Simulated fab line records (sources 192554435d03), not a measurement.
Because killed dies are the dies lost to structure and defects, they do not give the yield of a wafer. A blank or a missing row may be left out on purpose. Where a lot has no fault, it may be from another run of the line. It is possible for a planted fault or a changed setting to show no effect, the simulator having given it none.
Split-lot study + flow n5 finfet + 7 lots, 21 wafers read, on a route of 1938 steps

THE SPLIT ITSELF
At N5_BEOL_M13_ILD_DEP_00 (deposits SiOC from DEMS/O2, target thk 837.92 nm, time 166.4 s), the setting time s was moved away from the recipe's 166.4 s on 7 of the 21 wafers read, by -13.9% to +8.2%. This setting was run at the recipe's value on the other wafers.

The file shows no step between the split and the reading.

THE READING
M13_ILD_THK, in nm, at N5_BEOL_M13_THK_MEAS_01. On this fab line, fault-free wafers typically give 837 nm with a standard deviation of 11 nm.

| wafer  | tool, chamber at the split | time s as run, s | against the recipe | M13_ILD_THK, nm | against lot-mates on the recipe |
|--------|----------------------------|------------------|--------------------|-----------------|---------------------------------|
| L076.1 | pecvd-04, 1                | 150.2            | -9.7%              | 744             | -97                             |
| L076.3 | pecvd-04, 2                | 166.4            | recipe             | 841             | -                               |
| L076.4 | pecvd-04, 0                | 150.2            | -9.7%              | 768             | -73                             |
| L083.1 | pecvd-03, 0                | 166.4            | recipe             | 811             | -                               |
| L083.3 | pecvd-03, 1                | 166.4            | recipe             | 831             | -                               |
| L083.4 | pecvd-03, 1                | 166.4            | recipe             | 845             | -                               |
| L084.1 | pecvd-04, 0                | 166.4            | recipe             | 834             | -                               |
| L084.3 | pecvd-04, 1                | 166.4            | recipe             | 807             | -                               |
| L084.5 | pecvd-04, 0                | 166.4            | recipe             | 855             | -                               |
| L086.1 | pecvd-03, 1                | 147.2            | -11.5%             | 743             | -105                            |
| L086.2 | pecvd-03, 0                | 147.2            | -11.5%             | 731             | -117                            |
| L086.6 | pecvd-03, 1                | 166.4            | recipe             | 848             | -                               |
| L090.1 | pecvd-03, 1                | 166.4            | recipe             | 853             | -                               |
| L090.4 | pecvd-03, 0                | 180.1            | +8.2%              | 914             | +58                             |
| L090.6 | pecvd-03, 1                | 166.4            | recipe             | 858             | -                               |
| L096.1 | pecvd-01, 2                | 166.4            | recipe             | 833             | -                               |
| L096.3 | pecvd-01, 1                | 166.4            | recipe             | 842             | -                               |
| L096.4 | pecvd-01, 0                | 166.4            | recipe             | 853             | -                               |
| L097.2 | pecvd-03, 1                | 166.4            | recipe             | 832             | -                               |
| L097.4 | pecvd-03, 2                | 143.2            | -13.9%             | 710             | -122                            |
| L097.5 | pecvd-03, 1                | 143.2            | -13.9%             | 732             | -100                            |

THE FIT
A straight line over all 21 wafers: M13_ILD_THK changes by +8.65 nm for each +1% of time s; r = +0.97; the points scatter about the line by 14 nm.
The same after taking each lot's own level away (the mean of its wafers on the recipe; 21 wafers): +8.44 nm for each +1%; r = +0.97; scatter 13 nm.
That fit puts the effect of the largest move of time s on the reading at 1.2e+02 nm.
From 829.0 to 855.5 nm: that is the span of the lots' own levels, equal to 2.4 times the standard deviation above.
The two slopes are in agreement: the lot-to-lot level therefore moves the slope only a little.
Check: with one of the wafers moved furthest among these (-13.9%) left out of the fit, the line predicts -118 nm for it against its lot-mates. Against them it came out at -122 nm.

THE WHOLE CHAIN: every reading that the file lists as answering this split, in the file's order
| step                    | what it does                                                   | reading                                                                             | change (the file's fit)              | r (the file's) |
|-------------------------|----------------------------------------------------------------|-------------------------------------------------------------------------------------|--------------------------------------|----------------|
| N5_BEOL_M13_ILD_DEP_00  | deposits SiOC from DEMS/O2, target thk 837.92 nm, time 166.4 s | SiOC_of_BEOL_M13_ILD_DEP_00.thk nm (the simulator's own value, which no gauge read) | +8.43 nm for each +1% of the setting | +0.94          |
| N5_BEOL_M13_THK_MEAS_01 |                                                                | M13_ILD_THK                                                                         | +8.44 for each +1% of the setting    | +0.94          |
| N5_BEOL_M13_VIA_ETCH_16 | etches SiOC in C4F8/O2/Ar, target depth 921.7 nm               | etch.depth nm (the simulator's own value, which no gauge read)                      | +8.43 nm for each +1% of the setting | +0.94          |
| N5_BEOL_M13_VIA_ETCH_16 | etches SiOC in C4F8/O2/Ar, target depth 921.7 nm               | coat_of_BEOL_M13_COAT_04.thk nm (the simulator's own value, which no gauge read)    | -2.54 nm for each +1% of the setting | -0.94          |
| N5_BEOL_M13_STRIP_63    | strips in N2/H2                                                | strip time to endpoint s                                                            | withheld for each +1% of the setting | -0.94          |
| N5_BEOL_M13_ETCH_38     | etches SiCN in CF4/N2, target depth 67.5 nm, time 71.9 s       | SiOC_of_BEOL_M13_ILD_DEP_00.thk nm (the simulator's own value, which no gauge read) | +8.47 nm for each +1% of the setting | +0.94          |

THE FILE'S OWN FIT
M13_ILD_THK changes by +8.44 nm for each +1% of time s, r = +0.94.
